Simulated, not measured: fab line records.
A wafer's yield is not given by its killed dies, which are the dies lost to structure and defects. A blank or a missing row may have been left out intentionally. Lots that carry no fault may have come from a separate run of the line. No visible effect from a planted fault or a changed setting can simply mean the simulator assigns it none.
Chamber matching ; flow nandHarc ; NHARC_A_CONTACT_CMP_20 on cmp-03 has 4 sister chambers
The step polishes, t overpolish 30 s, target thk 300 nm. 4 wafers are shown with their chamber, then 9 later ones without.

## WAFERS WITH THEIR CHAMBER
wafer;chamber;motorCurrentA (A)
L083.2;1;10.5
L083.5;0;15.8
L087.5;2;11.3
L087.6;3;11.4

## WAFERS WITH NO CHAMBER GIVEN
wafer;motorCurrentA (A)
L090.1;10.9
L090.2;11.2
L090.6;10.8
L088.2;10.9
L088.4;17.2
L088.5;10.7
L094.1;11.6
L094.2;11.4
L094.6;11.7

## EACH ONE'S CHAMBER
wafer;from the rows above;in truth
L090.1;can't be placed: 1 or 2 or 3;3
L090.2;can't be placed: 2 or 3 or 1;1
L090.6;can't be placed: 1 or 2 or 3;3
L088.2;can't be placed: 1 or 2 or 3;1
L088.4;0;0
L088.5;can't be placed: 1 or 2 or 3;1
L094.1;can't be placed: 3 or 2 or 1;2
L094.2;can't be placed: 3 or 2 or 1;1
L094.6;can't be placed: 3 or 2 or 1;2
Correct placement for 1 of the 9. Unplaceable from these rows: 8, with the true chamber sitting among the candidates in 8. 0 placed wrongly.
How it was worked out, from the rows above alone: a wafer's distance from a chamber is the root of the sum, over the readings, of the square of ((its reading less the chamber's mean) divided by the reading's scatter). The wafer belongs to the nearest chamber; if the next one is less than 2 further off, it can't be placed. For every chamber, the mean is computed from those of its wafers that are shown. The scatter: root of mean squared gap, hidden wafer to nearest shown wafer, with one shown wafer a chamber.
